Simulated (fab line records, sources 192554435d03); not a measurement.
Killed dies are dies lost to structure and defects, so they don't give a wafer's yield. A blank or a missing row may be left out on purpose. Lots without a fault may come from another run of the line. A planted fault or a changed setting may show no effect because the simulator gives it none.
A struck lot beside a sound one | flow n5_finfet | 38 steps out of a route of 1938
Sound: wafers L598.2, L598.5, L598.6. Struck: wafer L586.6. (L586.1, L586.5 of the same lot were not struck and are left out.) The cause comes at the end.
At each step with rows: each side's tool, then ch and its chambers, then its first start. Under that, the readings that differ: sound wafers | struck wafers | difference of the means | sigmas: that difference in standard deviations of wafers without a fault.
alike: readings whose means differ by less than 2 such deviations, and words and numbers that are the same on both sides. not compared: withheld readings, readings that some wafer has no value for, bounds like >300 that may hide the same value, and numbers for which the record gives no deviation and whose values overlap.
The two part at a step that has a row with sigmas, a row that says differs or no value, or rows on one side only. Numbers that don't overlap but have no deviation are shown without sigmas and don't part them. A reading that every wafer of one side lacks parts them only if that side has two wafers or more.

first, 9 steps without rows for these wafers: N5_MOL_CONTACT_COAG_SPUTTER_130 (material Co, target thk 47.5 nm); N5_MOL_CONTACT_COAG_PRECLEAN_125 (cleans in DIW, time 57.5 s); N5_MOL_CONTACT_COAG_SRD_126 (dry time 32 s); N5_MOL_CONTACT_COAG_CMP_23 (polishes, stops on SiO2, t overpolish 1.5 s, target thk 0 nm); N5_MOL_CONTACT_COAG_WET_ETCH_26 (target Co, target depth 13 nm); N5_MOL_CONTACT_COAG_WET_ETCH_116 (etches the open film in SC1-inhibited, target depth 4.6 nm, rinse time 30 s); N5_MOL_CONTACT_COAG_ALD_27 (deposits SiOC, target thk 17 nm, pulse time 1.5 s, time 2720 s); N5_MOL_CONTACT_COAG_CMP_28 (polishes, stops on SiNx, t overpolish 0.85 s, target thk 14.522 nm); N5_MOL_CONTACT_COAG_ALD_123 (deposits SiNx, target thk 5 nm, pulse time 1 s, purge time 2 s).
N5_MOL_CONTACT_COAG_PECVD_31: deposits SiO2 from TEOS/O2, target thk 46 nm, time 8.9 s.
  sound on pecvd-03 ch 0,1, day 9 22:01; struck on pecvd-02 ch 0, day 6 23:16
  reading                                             | sound                | struck | difference | sigmas
  susceptor_temp_C (C)                                | 400.08 400.40 399.78 | 430.79 | +30.70     | +99 or more
  model.SiO2_of_MOL_CONTACT_COAG_PECVD_31.thk_nm (nm) | 46.4 47.2 46.4       | 37.8   | -8.9       |
  not compared: since_wet_clean_h
then, 19 steps without rows for these wafers: N5_MOL_CONTACT_COAG_COAT_75 (time 60 s, resist thk 60 nm); N5_MOL_CONTACT_COAG_COAT_76 (time 60 s, resist thk 10 nm); N5_MOL_CONTACT_COAG_COAT_77 (time 60 s, resist thk 10 nm); N5_MOL_CONTACT_COAG_COAT_78 (resist thk 40 nm); N5_MOL_CONTACT_COAG_EBR_80; N5_MOL_CONTACT_COAG_SOFTBAKE_79 (time 60 s); N5_MOL_CONTACT_COAG_EXPOSE_81 (exposes mask VG, defocus 0 nm); N5_MOL_CONTACT_COAG_PEB_82 (peb time 60 s); N5_MOL_CONTACT_COAG_DEVELOP_83 (develop time 30 s); N5_MOL_CONTACT_COAG_DESCUM_88 (chemistry O2, time 7 s); N5_MOL_CONTACT_COAG_ETCH_89 (etches underlayer in N2/H2, target depth 13 nm, time 10.4 s); N5_MOL_CONTACT_COAG_ETCH_90 (etches SiARC in CF4, target depth 13 nm, time 21.7 s); N5_MOL_CONTACT_COAG_ALD_131 (deposits SiO2, target thk 5 nm, pulse time 1 s, co reactant pulse time 1 s); N5_MOL_CONTACT_COAG_ETCHBACK_132 (etches SiO2 in CHF3, target depth 10 nm, time 6.7 s); N5_MOL_CONTACT_COAG_ETCH_91 (etches SOC in N2/H2, target depth 60 nm, overetch 21 nm, time 101.2 s); N5_MOL_CONTACT_COAG_STRIP_92 (strips in N2/H2); N5_MOL_CONTACT_COAG_STRIP_93 (strips in N2/H2); N5_MOL_CONTACT_COAG_ETCHBACK_135 (etches SiO2 in CHF3, target depth 25 nm, time 16.7 s); N5_MOL_CONTACT_COAG_STRIP_118 (strips in CHF3).
N5_MOL_CONTACT_COAG_VIA_ETCH_46: etches SiO2 in C4F6/O2, target depth 46 nm, overetch 9.2 nm, time 40 s.
  sound on rie_diel-06 ch 2,3, day 9 23:13; struck on rie_diel-06 ch 3, day 7 00:34
  reading                  | sound             | struck | difference | sigmas
  model.etch.depth_nm (nm) | 46.34 47.11 46.48 | 37.73  | -8.91      |
  alike: drypump_motor_current_A, oes_product_au, rf_vpp_V, showerhead_plenum_p_Torr, throttle_valve_pct
  not compared: rf_hours_counter_h
then, 5 steps without rows for these wafers: N5_MOL_CONTACT_COAG_STRIP_96 (strips in N2/H2); N5_MOL_CONTACT_COAG_ETCH_47 (etches SiNx in CH3F/O2, stops on W, target depth 27 nm); N5_MOL_CONTACT_COAG_STRIP_119 (strips in N2/H2, time 30 s); N5_MOL_CONTACT_COAG_PRECLEAN_144 (cleans in alkaline clean, time 60 s); N5_MOL_CONTACT_COAG_SRD_145 (time 30 s).
N5_MOL_CONTACT_COAG_CMP_52: polishes, stops on SiO2, t overpolish 1.5 s, target thk 66.5 nm.
  sound on cmp-03 ch 0,1,2, day 10 01:28; struck on cmp-03 ch 3, day 7 03:04
  reading                                             | sound          | struck | difference | sigmas
  motor_current_A (A)                                 | 12.0 11.1 12.4 | 14.3   | +2.5       | +2
  model.SiO2_of_MOL_CONTACT_COAG_PECVD_31.thk_nm (nm) | 44.4 45 44.4   | 35.6   | -9.0       |
  alike: slurry_filter_dp_kPa
N5_MOL_CONTACT_COAG_THK_MEAS_53:
  sound on film_metro-01, day 10 01:41; struck on film_metro-01, day 7 03:17
  reading          | sound          | struck | difference | sigmas
  VIA_MOL_THK (nm) | 44.3 45.1 44.4 | 35.7   | -8.9       | -17
-- the record jumps here: 3 days lie between the struck wafers' starts before and after (it left off in module MOL_CONTACT_COAG and takes up again in module BEOL_M4, whose first step shown is number 1111 of the route) --
N5_BEOL_M4_RC_MEAS_101:
  sound on prober-01 ch 0, day 12 11:35; struck on prober-02 ch 0, day 9 17:40
  alike: DIBL_N, DIBL_P, IOFF_N, IOFF_P, ION_N, ION_P, SS_N, SS_P, VT_N, VT_P

WHERE THEY PART
First at N5_MOL_CONTACT_COAG_PECVD_31; last, within this record, at N5_MOL_CONTACT_COAG_THK_MEAS_53. Later steps at which nothing parts them and some readings are alike: N5_BEOL_M4_RC_MEAS_101.

WHY: what the simulator had put in
Process parameter drift: pecvd-02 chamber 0, from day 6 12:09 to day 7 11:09, at N5_MOL_CONTACT_COAG_PECVD_31. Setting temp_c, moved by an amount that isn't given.
